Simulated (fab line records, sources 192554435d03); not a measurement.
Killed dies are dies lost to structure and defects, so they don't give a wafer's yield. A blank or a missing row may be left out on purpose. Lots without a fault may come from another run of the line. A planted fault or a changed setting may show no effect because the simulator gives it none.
fab line records | flow n5_finfet
record lots=5 wafers=15 last_day=18
route steps=1938 shown SDB@370 DUMMY_REMOVAL@377 HKMG_FIN@385
lots that met no fault: from a run of the same line without faults
start_h: hours from the record's first day to the start of the lot's first wafer shown | wait_h: hours since the lot's step before | " the same as in the row above | L1.1+2: a row that stands for several wafers | - no value, or no start given | * or withheld: withheld | < > ~ a bound
route shown NAME@n: a module of which the file shows steps, and the number in the route of the first | usual: mean/standard deviation of fault-free wafers | same: alike in all rows | chamber/n: place in a boat | sites: the reading at each site | _std_site: their standard deviation | _edge_site: outer sites' mean less inner sites' | radius_mm: how far each site lies from the wafer's centre | mask NAME#n: copy n | behind: the tool/chamber that last shaped the wafer | hold: why the lot was held/for how many hours/how that ended | device: the transistor (n, p or np) that didn't switch | end of line: the same wafers' tests at the end of the route | a step without rows: its recipe alone | killed: dies lost to structure and defects at the first sort, not the wafer's yield | map: a wafer's dies, x killed, . not, _ none there
set.NAME: the setting as run; set.NAME@STEP: as run at that earlier step | model.NAME: the simulator's own value behind a step, which no gauge read
lots at some steps of the route; a table a step, a row a wafer
services: from which hour (start_h, from the record's first day; less than 0 if before it) a tool's chamber was out of use, for how many hours, and why
## steps
# step N5_SDB_PRECLEAN_38
# recipe chemistry=dHF time_s=10 dilution=750:1 temp_c=25
# columns lot.wafer tool chamber start_h wait_h
L079.3+4+6 wet_bench-02 0,6,2 96.72 0.3
L086.2+3+4 wet_bench-06 2,7,1 140.13 0.1
L088.2+4+6 wet_bench-02 1,3,0 149.98 0.1
L089.4+5+6 wet_bench-03 5,6,1 157.42 0.1
L096.2+4+6 wet_bench-03 7,6,2 199.99 0.1
# step N5_SDB_PRECLEAN_39
# recipe chemistry=O3/DIW time_s=45 temp_c=22 o3_ppm=10
# columns lot.wafer tool chamber start_h wait_h
L079.3+4+6 wet_bench-02 0,6,2 96.72 0.0
L086.2+3+4 wet_bench-06 2,7,1 140.14 0.0
L088.2+4+6 wet_bench-02 1,3,0 149.98 0.0
L089.4+5+6 wet_bench-03 5,6,1 157.42 0.0
L096.2+4+6 wet_bench-03 7,6,2 200.00 0.0
# step N5_SDB_SRD_28
# recipe dry=ipa_marangoni time_s=30 temp_c=23 rinse_liquid=diw
# columns lot.wafer tool chamber start_h wait_h
L079.3+4+6 wet_bench-02 0,6,2 96.74 0.0
L086.2+3+4 wet_bench-06 2,7,1 140.15 0.0
L088.2+4+6 wet_bench-02 1,3,0 149.99 0.0
L089.4+5+6 wet_bench-03 5,6,1 157.43 0.0
L096.2+4+6 wet_bench-03 7,6,2 200.01 0.0
# step N5_SDB_ALD_29
# recipe material=SiNx target_thk_a=300 temp_c=400 ald_precursor_family=SiH2I2 ald_co_reactant=N2/H2-plasma pulse_time_s=1 ald_cycles=600 purge_time_s=2 co_reactant_purge_time_s=2 pressure_torr=2
# usual chamber_pressure_Torr=2.000/0.0042 heater_power_w=862/84 precursor_pulse_height_rel=0.999/0.019
# columns lot.wafer tool chamber start_h wait_h chamber_pressure_Torr heater_power_w precursor_pulse_height_rel
L079.3 ald_sin-04 0 96.79 0.0 1.995 813 0.993
L079.4 " 3 " " 2.006 699 0.973
L079.6 " 0 98.14 1.4 2.000 851 0.981
L086.2 ald_sin-01 0 141.57 1.4 1.999 851 1.008
L086.3 " 3 " " 2.001 1028 1.008
L086.4 " 1 142.93 2.8 2.001 806 0.993
L088.2 ald_sin-01 0 150.78 0.8 1.999 848 1.001
L088.4 " 1 " " 2.000 826 1.011
L088.6 " 0 152.13 2.1 2.002 884 1.034
L089.4 ald_sin-01 2 157.48 0.0 1.998 919 0.997
L089.5 " 0 158.83 1.4 2.010 848 1.029
L089.6 " 3 " " 1.993 996 1.003
L096.2 ald_sin-01 3 200.06 0.0 2.003 947 1.020
L096.4 " 0 " " 2.001 856 1.033
L096.6 " 3 201.41 1.4 1.995 955 0.978
# step N5_SDB_CMP_30
# recipe stop_on=poly-Si t_overpolish_s=1.54 post_cmp_clean=alkaline_brush down_force_psi=4.1491 platen_rpm=51.796 pad_velocity_m_s=1.0306 target_thk_nm=30
# usual edge_zone_pressure_frac=1.002/0.005 motor_current_A=12.4/1.5 overpolish_run_s=1.540/0.0096 platen_rpm=51.80/0.036 time_to_endpoint_s=17.6/2.1
# columns lot.wafer tool chamber start_h wait_h edge_zone_pressure_frac motor_current_A overpolish_run_s platen_rpm time_to_endpoint_s
L079.4 cmp-02 3 99.52 1.4 0.996 11.9 1.532 51.79 18.7
L079.3 " 0 " " 1.000 11.8 1.523 51.83 17.0
L079.6 " 3 " " 0.995 13.1 1.528 51.79 15.8
L086.3 cmp-02 0 144.31 1.4 1.007 12.2 1.541 51.79 15.3
L086.2 " 1 " " 0.992 13.5 1.532 51.82 15.8
L086.4 " 2 " " 0.993 15.0 1.520 51.80 17.7
L088.2 cmp-01 2 153.52 1.4 0.994 11.2 1.550 51.77 15.3
L088.4 " 0 " " 0.999 10.6 1.530 51.76 16.0
L088.6 " 2 " " 0.997 11.8 1.531 51.75 16.0
L089.4 cmp-01 2 160.33 1.5 1.011 12.0 1.542 51.79 16.9
L089.5 " 3 " " 1.009 13.5 1.559 51.81 17.3
L089.6 " 0 " " 1.005 10.7 1.544 51.88 16.0
L096.4 cmp-02 0 202.82 1.4 1.007 11.7 1.534 51.77 19.7
L096.2 " 1 " " 1.003 13.2 1.539 51.83 20.0
L096.6 " 0 " " 1.003 12.7 1.540 51.77 17.9
# step N5_SDB_THK_MEAS_31
# recipe reads=a-Si_of_DUMMY_GATE_CVD_03
# usual SDB_THK=63.9/0.86
# columns lot.wafer tool chamber start_h wait_h SDB_THK[nm]
L079.3 film_metro-02 - 99.82 - 65.7
L079.4 " - " " 65.1
L079.6 " - " " 64.5
L086.2 film_metro-02 - 144.60 - 64.0
L086.3 " - " " 62.9
L086.4 " - " " 63.1
L088.2 film_metro-02 - 153.81 - 64.3
L088.4 " - " " 63.0
L088.6 " - " " 63.0
L089.4 film_metro-02 - 160.51 - 64.3
L089.5 " - " " 63.1
L089.6 " - " " 63.7
L096.2 film_metro-01 - 203.11 - 65.7
L096.4 " - " " 64.9
L096.6 " - " " 65.2
# step N5_SDB_INSPECT_36
# recipe inspect_instrument=darkfield mode=post_cmp
# usual raw_defect_count=34/15
# columns lot.wafer tool chamber start_h wait_h raw_defect_count
L079.3 defect_inspect-01 - 99.84 0.0 31
L079.4 " - " " 24
L079.6 " - " " 34
L086.2 defect_inspect-01 - 144.63 0.0 6
L086.3 " - " " 17
L086.4 " - " " 41
L088.2 defect_inspect-01 - 153.84 0.0 39
L088.4 " - " " 71
L088.6 " - " " 46
L089.4 defect_inspect-02 - 160.54 0.0 26
L089.5 " - " " 48
L089.6 " - " " 32
L096.2 defect_inspect-02 - 203.14 0.0 12
L096.4 " - " " 17
L096.6 " - " " 19
# step N5_DUMMY_REMOVAL_HM_STRIP_01
# recipe chemistry=CH3F/O2 material=SiNx target_depth_a=40 stop_on=poly-Si time_s=6.8 over_etch_frac=0.3 ion_energy_ev=60 power_w=410 bias_w=29 Ar_flow_sccm=150 CH3F_flow_sccm=30 O2_flow_sccm=20
# usual drypump_motor_current_A=5.5/0.47 mfc_ar_sccm=150.0/0.42 oes_product_au=0.62/0.045 rf_vpp_V=127.1/1.1 showerhead_plenum_p_Torr=1.97/0.075 throttle_valve_pct=16.26/0.18
# columns lot.wafer tool chamber start_h wait_h drypump_motor_current_A mfc_ar_sccm oes_product_au rf_hours_counter_h rf_vpp_V showerhead_plenum_p_Torr throttle_valve_pct
L079.3 rie_diel-02 1 99.87 0.0 6.2 149.8 0.65 125 126.4 1.92 16.11
L079.4 " 0 " " 5.3 149.6 0.73 26 128.3 2.13 15.92
L079.6 " 1 " " 6.3 150.5 0.65 - 126.3 1.92 16.10
L086.2 rie_diel-02 2 144.79 0.2 5.1 150.1 0.61 149 126.0 1.92 16.26
L086.3 " 3 " " 5.9 149.5 0.63 129 126.8 2.01 16.26
L086.4 " 0 " " 5.3 150.3 0.71 36 128.4 2.12 15.95
L088.2 rie_diel-02 2 154.03 0.2 5.1 149.8 0.61 151 128.7 1.92 16.23
L088.4 " 0 " " 5.3 150.2 0.71 39 128.0 2.12 15.94
L088.6 " 3 " " 5.8 149.8 0.63 - 127.8 2.01 16.25
L089.4 rie_diel-01 1 160.57 0.0 4.7 150.0 0.58 184 127.9 2.08 16.59
L089.5 " 3 " " 5.8 149.4 0.57 - 126.6 1.98 16.44
L089.6 " 0 " " 5.4 150.6 0.64 - 126.0 1.86 16.12
L096.2 rie_diel-06 2 203.18 0.0 5.0 150.2 0.60 161 126.9 1.92 16.35
L096.4 " 1 " " 4.9 150.0 0.61 151 126.7 1.92 16.36
L096.6 " 2 " " 5.0 151.0 0.60 - 126.7 1.92 16.35
# step N5_DUMMY_REMOVAL_STRIP_10
# recipe chemistry=N2/H2 time_s=40 power_w=100 temp_c=40 pressure_mtorr=100 rf_frequency_hz=6e+07 bias_power_w=3 n2_flow_sccm=300 h2_flow_sccm=300
# usual drypump_motor_current_A=5.5/0.47 oes_product_au=0.77/0.058 rf_vpp_V=45.2/0.79 showerhead_plenum_p_Torr=3.32/0.12 throttle_valve_pct=12.18/0.2
# columns lot.wafer tool chamber start_h wait_h drypump_motor_current_A oes_product_au rf_hours_counter_h rf_vpp_V showerhead_plenum_p_Torr throttle_valve_pct
L079.3 rie_diel-02 1 99.91 0.0 6.3 0.80 125 44.5 3.26 12.04
L079.4 " 0 " " 5.3 0.92 26 45.8 3.58 11.83
L079.6 " 1 " " 6.3 0.79 - 45.0 3.26 12.05
L086.2 rie_diel-02 2 144.83 0.0 5.1 0.76 149 44.4 3.24 12.18
L086.3 " 3 " " 5.9 0.78 129 45.1 3.38 12.11
L086.4 " 0 " " 5.3 0.88 36 45.2 3.58 11.86
L088.2 rie_diel-02 2 154.06 0.0 5.1 0.76 151 43.0 3.24 12.16
L088.4 " 0 " " 5.2 0.89 39 46.6 3.58 11.86
L088.6 " 3 " " 5.9 0.77 - 45.1 3.38 12.11
L089.4 rie_diel-01 1 160.60 0.0 4.7 0.72 184 45.3 3.49 12.41
L089.5 " 3 " " 5.8 0.70 - 45.1 3.35 12.46
L089.6 " 0 " " 5.4 0.79 - 43.7 3.14 11.97
L096.2 rie_diel-06 2 203.21 0.0 5.0 0.74 161 44.9 3.24 12.23
L096.4 " 1 " " 4.9 0.76 151 45.4 3.25 12.23
L096.6 " 2 " " 5.0 0.73 - 45.4 3.24 12.21
# step N5_DUMMY_REMOVAL_PRECLEAN_07
# recipe chemistry=dHF time_s=30 temp_c=25 dilution=withheld
# columns lot.wafer tool chamber start_h wait_h
L079.3+4+6 wet_bench-04 6,7,0 100.00 0.1
L086.2+3+4 wet_bench-04 3,4,0 144.92 0.1
L088.2+4+6 wet_bench-01 4,2,6 154.16 0.1
L089.4+5+6 wet_bench-05 4,0,2 160.70 0.1
L096.2+4+6 wet_bench-05 0,5,4 203.31 0.1
# step N5_DUMMY_REMOVAL_DUMMY_REMOVE_02
# recipe chemistry=TMAH temp_c=70 target=poly-Si stop_on=SiO2 target_depth_nm=142 conc_wt_pct=5 time_s=57 dry=ipa_marangoni rinse_time_s=30 rinse_temp_c=23
# columns lot.wafer tool chamber start_h wait_h
L079.3+4+6 wet_bench-04 6,7,0 100.01 0.0
L086.2+3+4 wet_bench-04 3,4,0 144.93 0.0
L088.2+4+6 wet_bench-01 4,2,6 154.17 0.0
L089.4+5+6 wet_bench-05 4,0,2 160.71 0.0
L096.2+4+6 wet_bench-05 0,5,4 203.32 0.0
# step N5_DUMMY_REMOVAL_INSPECT_06
# recipe inspect_instrument=brightfield mode=aei
# usual raw_defect_count=13/6.2
# columns lot.wafer tool chamber start_h wait_h raw_defect_count
L079.3 defect_inspect-02 - 100.07 0.0 10
L079.4 " - " " 7
L079.6 " - " " 8
L086.2 defect_inspect-01 - 144.99 0.0 14
L086.3 " - " " 6
L086.4 " - " " 9
L088.2 defect_inspect-02 - 154.22 0.0 9
L088.4 " - " " 17
L088.6 " - " " 13
L089.4 defect_inspect-01 - 160.77 0.0 9
L089.5 " - " " 18
L089.6 " - " " 15
L096.2 defect_inspect-01 - 203.38 0.0 35
L096.4 " - " " 23
L096.6 " - " " 14
# step N5_DUMMY_REMOVAL_PRECLEAN_08
# recipe chemistry=NF3:NH3 afs_cycles=2 temp_c=30 time_s=20 sublimation_temp_c=180 sublimation_time_s=60 pressure_torr=3 rf_power_w=30
# usual pressure_torr=3.000/0.0056 rf_power_w=30.00/0.087
# columns lot.wafer tool chamber start_h wait_h pressure_torr rf_power_w
L079.3 remote_plasma-02 0 100.17 0.1 2.998 29.97
L079.4 " 0 " " 2.997 29.98
L079.6 " 0 " " 3.000 29.99
L086.2 remote_plasma-01 1 145.06 0.1 2.995 29.83
L086.3 " 1 " " 2.982 29.91
L086.4 " 1 " " 2.987 29.91
L088.2 remote_plasma-02 1 154.29 0.1 3.004 29.93
L088.4 " 1 " " 3.008 30.04
L088.6 " 1 " " 3.003 30.00
L089.4 remote_plasma-02 1 160.89 0.1 3.004 30.05
L089.5 " 1 " " 3.006 29.90
L089.6 " 1 " " 3.004 30.09
L096.2 remote_plasma-01 0 203.44 0.1 2.999 29.94
L096.4 " 0 " " 2.996 30.08
L096.6 " 0 " " 2.999 29.98
# step N5_DUMMY_REMOVAL_PRECLEAN_04
# recipe chemistry=DHF time_s=37 temp_c=25 dilution=500:1
# columns lot.wafer tool chamber start_h wait_h
L079.3+4+6 wet_bench-05 4,3,2 100.32 0.1
L086.2+3+4 wet_bench-04 5,3,0 145.24 0.2
L088.2+4+6 wet_bench-01 1,4,5 154.47 0.2
L089.4+5+6 wet_bench-01 2,6,4 161.01 0.1
L096.2+4+6 wet_bench-01 6,1,0 203.62 0.2
# step N5_DUMMY_REMOVAL_SRD_05
# recipe dry=ipa_marangoni do_ppb=5 time_s=30 temp_c=23 rinse_liquid=diw
# columns lot.wafer tool chamber start_h wait_h
L079.3+4+6 wet_bench-05 4,3,2 100.33 0.0
L086.2+3+4 wet_bench-04 5,3,0 145.25 0.0
L088.2+4+6 wet_bench-01 1,4,5 154.48 0.0
L089.4+5+6 wet_bench-01 2,6,4 161.03 0.0
L096.2+4+6 wet_bench-01 6,1,0 203.64 0.0
# step N5_HKMG_FIN_IL_REGROW_00
# recipe material=SiO2 target_thk_a=7.5 chemistry=O3 temp_c=withheld time_s=30
# columns lot.wafer tool chamber start_h wait_h
L079.3+4+6 ald_hk-03 1,0,1 100.38 0.0
L086.2+3+4 ald_hk-01 2,0,1 145.30 0.0
L088.2+4+6 ald_hk-02 2,0,2 154.53 0.0
L089.4+5+6 ald_hk-01 2,1,0 161.07 0.0
L096.2+4+6 ald_hk-02 2,3,3 203.68 0.0
# step N5_HKMG_FIN_HK_ALD_01
# recipe material=HfO2 target_thk_a=16 temp_c=withheld ald_precursor_family=HfCl4 ald_co_reactant=H2O pulse_time_s=3 purge_time_s=3 co_reactant_purge_time_s=2.5 co_reactant_pulse_time_s=0.3 ald_cycles=30
# usual precursor_pulse_height_rel=1.002/0.02
# columns lot.wafer tool chamber start_h wait_h precursor_pulse_height_rel
L079.3 ald_hk-03 1 100.43 0.0 1.015
L079.4 " 0 " " 1.009
L079.6 " 1 " " 1.002
L086.2 ald_hk-01 2 145.35 0.0 1.022
L086.3 " 0 " " 1.013
L086.4 " 1 " " 1.000
L088.2 ald_hk-02 2 154.58 0.0 1.021
L088.4 " 0 " " 0.968
L088.6 " 2 " " 1.004
L089.4 ald_hk-01 2 161.12 0.0 1.023
L089.5 " 1 " " 0.995
L089.6 " 0 " " 1.024
L096.2 ald_hk-02 2 203.73 0.0 1.014
L096.4 " 3 " " 1.009
L096.6 " 3 " " 0.985
# step N5_HKMG_FIN_HK_ANNEAL_02
# recipe temp_c=700 time_s=30 ambient=N2 idle_temp_c=600 ramp_up_c_per_s=150 ramp_down_c_per_s=60 cool_to_c=600
# usual lamp_power_pct=8.80/0.053 lamp_zone_6_pct=8.726/0.011 wafer_temp_C_max=702.9/0.65
# columns lot.wafer tool chamber start_h wait_h lamp_power_pct lamp_zone_6_pct wafer_temp_C_max
L079.3 rtp_anneal-02 0 100.69 0.2 8.81 8.721 703.4
L079.4 " 0 " " 8.85 8.724 703.0
L079.6 " 0 " " 8.84 8.710 702.6
L086.2 rtp_anneal-01 0 145.60 0.2 8.72 8.710 701.6
L086.3 " 0 " " 8.79 8.736 702.2
L086.4 " 0 " " 8.71 8.718 702.7
L088.2 rtp_anneal-02 0 154.80 0.1 8.84 8.725 703.1
L088.4 " 0 " " 8.80 8.747 703.1
L088.6 " 0 " " 8.74 8.748 702.9
L089.4 rtp_anneal-01 0 161.40 0.2 8.70 8.726 703.2
L089.5 " 0 " " 8.78 8.745 702.5
L089.6 " 0 " " 8.83 8.726 702.8
L096.2 rtp_anneal-02 0 203.95 0.1 8.78 8.721 703.7
L096.4 " 0 " " 8.82 8.712 702.7
L096.6 " 0 " " 8.84 8.732 702.9
# step N5_HKMG_FIN_ALD_74
# recipe material=La2O3 target_thk_a=5 temp_c=250 ald_precursor_family=La-Cp ald_co_reactant=O3 pulse_time_s=6 co_reactant_pulse_time_s=1 purge_time_s=3 co_reactant_purge_time_s=3
# usual heater_power_w=342/38 precursor_pulse_height_rel=0.999/0.019
# columns lot.wafer tool chamber start_h wait_h heater_power_w precursor_pulse_height_rel
L079.3 ald_hk-02 0 100.86 0.1 356 0.960
L079.4 " 3 " " 267 0.992
L079.6 " 1 " " 410 0.997
L086.2 ald_hk-02 1 145.79 0.2 401 0.975
L086.3 " 2 " " 364 1.024
L086.4 " 3 " " 268 0.986
L088.2 ald_hk-03 1 154.98 0.2 350 1.009
L088.4 " 2 " " 327 0.994
L088.6 " 0 " " 314 0.969
L089.4 ald_hk-02 3 161.54 0.1 278 0.977
L089.5 " 1 " " 402 1.002
L089.6 " 0 " " 362 1.006
L096.2 ald_hk-03 3 204.14 0.2 334 1.014
L096.4 " 0 " " 307 1.019
L096.6 " 2 " " 322 1.005
# step N5_HKMG_FIN_ALD_75
# recipe material=Al2O3 target_thk_a=10 temp_c=150 ald_precursor_family=TMA ald_co_reactant=H2O pulse_time_s=withheld co_reactant_pulse_time_s=1
# usual heater_power_w=148/16 precursor_pulse_height_rel=1.003/0.019
# columns lot.wafer tool chamber start_h wait_h heater_power_w precursor_pulse_height_rel
L079.3 ald_hk-02 0 100.94 0.0 155 1.021
L079.4 " 3 " " 119 1.037
L079.6 " 1 " " 172 0.977
L086.2 ald_hk-02 1 145.87 0.0 174 1.007
L086.3 " 2 " " 151 1.000
L086.4 " 3 " " 119 0.973
L088.2 ald_hk-03 1 155.06 0.0 144 1.029
L088.4 " 2 " " 144 0.978
L088.6 " 0 " " 133 0.988
L089.4 ald_hk-02 3 161.61 0.0 120 0.986
L089.5 " 1 " " 177 0.999
L089.6 " 0 " " 152 0.996
L096.2 ald_hk-03 3 204.21 0.0 143 1.041
L096.4 " 0 " " 135 1.004
L096.6 " 2 " " 141 0.996
# step N5_HKMG_FIN_COAT_41
# recipe resist=SOC temp_c=250 time_s=60 spin_rpm=1500 resist_thk_nm=300
# usual heater_power_total_W=500.6/1.8 resist_line_temp_C=22.99/0.1 spin_speed_rpm=1499.9/1.1
# columns lot.wafer tool chamber start_h wait_h heater_power_total_W resist_line_temp_C spin_speed_rpm
L079.3 litho_track-01 0 101.04 - 499.3 22.93 1498.5
L079.4 " 0 " " 501.3 22.97 1500.9
L079.6 " 0 " " 502.9 22.86 1499.3
L086.2 litho_track-02 0 145.96 - 497.6 23.10 1500.0
L086.3 " 0 " " 500.3 23.07 1500.8
L086.4 " 0 " " 498.9 22.99 1500.1
L088.2 litho_track-03 0 155.16 - 499.0 23.09 1500.7
L088.4 " 0 " " 497.7 23.06 1501.0
L088.6 " 0 " " 498.9 22.93 1501.2
L089.4 litho_track-01 0 161.71 - 502.9 22.87 1500.1
L089.5 " 0 " " 500.3 23.00 1498.6
L089.6 " 0 " " 503.0 22.79 1501.4
L096.2 litho_track-03 0 204.31 - 502.4 22.99 1499.3
L096.4 " 0 " " 498.2 23.10 1500.4
L096.6 " 0 " " 499.7 23.06 1500.3
# step N5_HKMG_FIN_COAT_42
# recipe resist=SiARC temp_c=220 time_s=60 spin_rpm=1500 resist_thk_nm=35
# usual heater_power_total_W=427.4/2.2 resist_line_temp_C=22.99/0.12 spin_speed_rpm=1500.0/1.1
# columns lot.wafer tool chamber start_h wait_h heater_power_total_W resist_line_temp_C spin_speed_rpm
L079.3 litho_track-01 0 - - 424.6 23.20 1498.9
L079.4 " 0 " " 430.0 23.16 1500.3
L079.6 " 0 " " 426.0 23.01 1499.1
L086.2 litho_track-02 0 - - 430.3 22.96 1500.3
L086.3 " 0 " " 430.5 22.74 1499.9
L086.4 " 0 " " 424.5 23.01 1501.0
L088.2 litho_track-03 0 - - 429.3 23.13 1498.6
L088.4 " 0 " " 425.5 22.98 1499.3
L088.6 " 0 " " 425.1 23.00 1497.4
L089.4 litho_track-01 0 - - 430.8 22.85 1501.0
L089.5 " 0 " " 427.1 23.12 1499.7
L089.6 " 0 " " 427.4 23.27 1499.6
L096.2 litho_track-03 0 - - 426.0 23.02 1500.4
L096.4 " 0 " " 429.3 23.09 1499.7
L096.6 " 0 " " 426.5 22.89 1499.9
# step N5_HKMG_FIN_COAT_43
# recipe resist=CAR-ArF spin_rpm=1500 resist_thk_nm=90
# usual resist_line_temp_C=23.00/0.1 spin_speed_rpm=1499.9/0.85
# columns lot.wafer tool chamber start_h wait_h resist_line_temp_C spin_speed_rpm
L079.3 litho_track-01 0 - - 23.02 1500.5
L079.4 " 0 " " 23.03 1499.7
L079.6 " 0 " " 23.07 1499.3
L086.2 litho_track-02 0 - - 23.01 1500.0
L086.3 " 0 " " 23.00 1499.7
L086.4 " 0 " " 22.95 1500.1
L088.2 litho_track-03 0 - - 22.95 1500.0
L088.4 " 0 " " 23.06 1500.3
L088.6 " 0 " " 22.98 1500.5
L089.4 litho_track-01 0 - - 23.17 1501.3
L089.5 " 0 " " 23.10 1499.5
L089.6 " 0 " " 23.29 1499.9
L096.2 litho_track-03 0 - - 22.92 1501.9
L096.4 " 0 " " 23.01 1499.8
L096.6 " 0 " " 23.03 1500.7
# step N5_HKMG_FIN_EBR_45
# recipe solvent=PGMEA ebr_width_mm=1.5
# usual resist_line_temp_C=22.98/0.12
# columns lot.wafer tool chamber start_h wait_h resist_line_temp_C
L079.3 litho_track-01 0 - - 22.90
L079.4 " 0 " " 22.84
L079.6 " 0 " " 23.08
L086.2 litho_track-02 0 - - 22.75
L086.3 " 0 " " 22.79
L086.4 " 0 " " 22.80
L088.2 litho_track-03 0 - - 22.97
L088.4 " 0 " " 22.99
L088.6 " 0 " " 23.13
L089.4 litho_track-01 0 - - 22.88
L089.5 " 0 " " 23.01
L089.6 " 0 " " 23.05
L096.2 litho_track-03 0 - - 23.13
L096.4 " 0 " " 23.05
L096.6 " 0 " " 23.13
# step N5_HKMG_FIN_SOFTBAKE_44
# recipe temp_c=110 time_s=60 resist=CAR-ArF
# usual heater_power_total_W=175.0/1.6 resist_line_temp_C=23.00/0.11
# columns lot.wafer tool chamber start_h wait_h heater_power_total_W resist_line_temp_C
L079.3 litho_track-01 0 - - 173.9 23.13
L079.4 " 0 " " 177.5 22.98
L079.6 " 0 " " 177.3 23.11
L086.2 litho_track-02 0 - - 177.5 22.95
L086.3 " 0 " " 177.6 23.11
L086.4 " 0 " " 173.2 23.04
L088.2 litho_track-03 0 - - 174.9 22.94
L088.4 " 0 " " 174.6 22.87
L088.6 " 0 " " 177.4 22.84
L089.4 litho_track-01 0 - - 173.0 22.86
L089.5 " 0 " " 173.2 23.00
L089.6 " 0 " " 174.0 23.02
L096.2 litho_track-03 0 - - 175.5 23.23
L096.4 " 0 " " 173.6 23.11
L096.6 " 0 " " 175.3 22.99
# step N5_HKMG_FIN_EXPOSE_46
# recipe mask_id=NDIPOLE na=1.35 source_shape=conventional sigma_outer=0.8 polarization=unpolarized dose_mj=40
# usual stage_vel_mm_s=500.01/0.25
# columns lot.wafer tool chamber start_h wait_h mask stage_vel_mm_s
L079.3 arfi_scanner-03 0 101.29 - NDIPOLE#0 500.13
L079.4 " 0 " " NDIPOLE#0 500.11
L079.6 " 0 " " NDIPOLE#0 499.81
L086.2 arfi_scanner-01 0 146.21 - NDIPOLE#0 500.39
L086.3 " 0 " " NDIPOLE#0 500.00
L086.4 " 0 " " NDIPOLE#0 499.99
L088.2 arfi_scanner-01 0 155.42 - NDIPOLE#0 499.99
L088.4 " 0 " " NDIPOLE#0 499.78
L088.6 " 0 " " NDIPOLE#0 499.87
L089.4 arfi_scanner-03 0 161.97 - NDIPOLE#0 500.37
L089.5 " 0 " " NDIPOLE#0 500.31
L089.6 " 0 " " NDIPOLE#0 500.41
L096.2 arfi_scanner-01 0 204.44 - NDIPOLE#0 499.69
L096.4 " 0 " " NDIPOLE#0 499.87
L096.6 " 0 " " NDIPOLE#0 499.86
# step N5_HKMG_FIN_PEB_47
# recipe peb_temp_c=withheld peb_time_s=60 resist=CAR-ArF
# usual resist_line_temp_C=23.02/0.11
# columns lot.wafer tool chamber start_h wait_h resist_line_temp_C
L079.3 litho_track-01 0 101.34 0.0 22.90
L079.4 " 0 " " 22.75
L079.6 " 0 " " 22.83
L086.2 litho_track-01 0 146.27 0.0 23.08
L086.3 " 0 " " 23.03
L086.4 " 0 " " 23.12
L088.2 litho_track-01 0 155.47 0.0 22.96
L088.4 " 0 " " 22.94
L088.6 " 0 " " 22.92
L089.4 litho_track-02 0 162.02 0.0 23.00
L089.5 " 0 " " 22.93
L089.6 " 0 " " 22.86
L096.2 litho_track-02 0 204.49 0.0 22.87
L096.4 " 0 " " 22.94
L096.6 " 0 " " 23.12
# step N5_HKMG_FIN_DEVELOP_48
# recipe develop_time_s=30 developer=TMAH resist=CAR-ArF rinse_liquid=diw dry=air_spin dev_temp_c=23
# usual resist_line_temp_C=23.00/0.11
# columns lot.wafer tool chamber start_h wait_h resist_line_temp_C
L079.3 litho_track-01 0 - - 22.76
L079.4 " 0 " " 22.87
L079.6 " 0 " " 22.95
L086.2 litho_track-01 0 - - 23.10
L086.3 " 0 " " 23.02
L086.4 " 0 " " 23.15
L088.2 litho_track-01 0 - - 23.28
L088.4 " 0 " " 23.06
L088.6 " 0 " " 23.06
L089.4 litho_track-02 0 - - 22.99
L089.5 " 0 " " 22.92
L089.6 " 0 " " 22.96
L096.2 litho_track-02 0 - - 22.88
L096.4 " 0 " " 23.09
L096.6 " 0 " " 22.86
# step N5_HKMG_FIN_CD_MEAS_49
# recipe target_cd_nm=202 landing_energy_ev=500 detector=se_inlens polarity=opening
# usual cd_nm=202.3/0.5
# columns lot.wafer tool chamber start_h wait_h cd_nm
L079.3 cd_sem-02 0 101.41 - 201.4
L079.4 " 0 " " 201.8
L079.6 " 0 " " 201.4
L086.2 cd_sem-03 0 146.33 - 202.0
L086.3 " 0 " " 202.4
L086.4 " 0 " " 202.6
L088.2 cd_sem-01 0 155.54 - 201.8
L088.4 " 0 " " 201.9
L088.6 " 0 " " 201.3
L089.4 cd_sem-02 0 162.09 - 202.0
L089.5 " 0 " " 202.9
L089.6 " 0 " " 201.9
L096.2 cd_sem-01 0 204.55 - 202.5
L096.4 " 0 " " 203.1
L096.6 " 0 " " 201.9
# step N5_HKMG_FIN_OVL_MEAS_50
# recipe points_per_wafer=44
# usual NDIPOLE_OVL=-0.1/0.69
# columns lot.wafer tool chamber start_h wait_h NDIPOLE_OVL[nm]
L079.3 overlay-01 0 101.44 0.0 -0.4
L079.4 " 0 " " -0.8
L079.6 " 0 " " -0.5
L086.2 overlay-01 0 146.36 0.0 0.6
L086.3 " 0 " " 0.2
L086.4 " 0 " " 1.0
L088.2 overlay-01 0 155.57 0.0 -0.7
L088.4 " 0 " " 0.3
L088.6 " 0 " " -0.7
L089.4 overlay-02 0 162.11 0.0 0.1
L089.5 " 0 " " -0.4
L089.6 " 0 " " -0.4
L096.2 overlay-01 0 204.58 0.0 0.7
L096.4 " 0 " " 0.0
L096.6 " 0 " " -0.1
# step N5_HKMG_FIN_INSPECT_61
# recipe mode=adi inspect_instrument=macro
# usual raw_defect_count=2.1/1.5
# columns lot.wafer tool chamber start_h wait_h raw_defect_count
L079.3 defect_inspect-01 - 101.46 0.0 1
L079.4 " - " " 3
L079.6 " - " " 3
L086.2 defect_inspect-02 - 146.39 0.0 1
L086.3 " - " " 0
L086.4 " - " " 4
L088.2 defect_inspect-02 - 155.59 0.0 1
L088.4 " - " " 2
L088.6 " - " " 2
L089.4 defect_inspect-02 - 162.14 0.0 4
L089.5 " - " " 3
L089.6 " - " " 1
L096.2 defect_inspect-02 - 204.61 0.0 5
L096.4 " - " " 2
L096.6 " - " " 2
## services
# columns tool chamber start_h hours kind
remote_plasma-02 - 89.25 0.1 repair
rie_diel-01 - 89.90 2.8 pm
cmp-01 - 90.16 0.3 repair
ald_sin-01 - 91.38 0.8 pm
ald_hk-03 - 92.02 6.0 pm
arfi_scanner-01 - 99.88 0.4 repair
rie_diel-02 0 100.79 3.5 repair
rie_diel-02 0 104.59 9.6 repair
cmp-01 - 107.33 3.7 repair
rie_diel-02 3 125.78 8.9 repair
cmp-02 - 126.50 6.1 repair
arfi_scanner-01 - 131.53 1.3 pm
ald_sin-01 3 144.39 2.6 repair
wet_bench-04 - 145.64 89.4 repair
arfi_scanner-01 - 147.25 3.1 pm
cmp-02 - 147.75 2.2 repair
arfi_scanner-03 - 151.51 1.3 pm
arfi_scanner-03 - 157.35 1.0 pm
rie_diel-06 0 161.86 8.2 repair
arfi_scanner-03 - 165.56 0.8 pm
wet_bench-06 - 170.09 91.6 repair
ald_sin-01 - 177.73 14.0 pm
wet_bench-03 - 183.84 0.6 repair
arfi_scanner-01 - 200.66 1.0 pm
## key
fault none
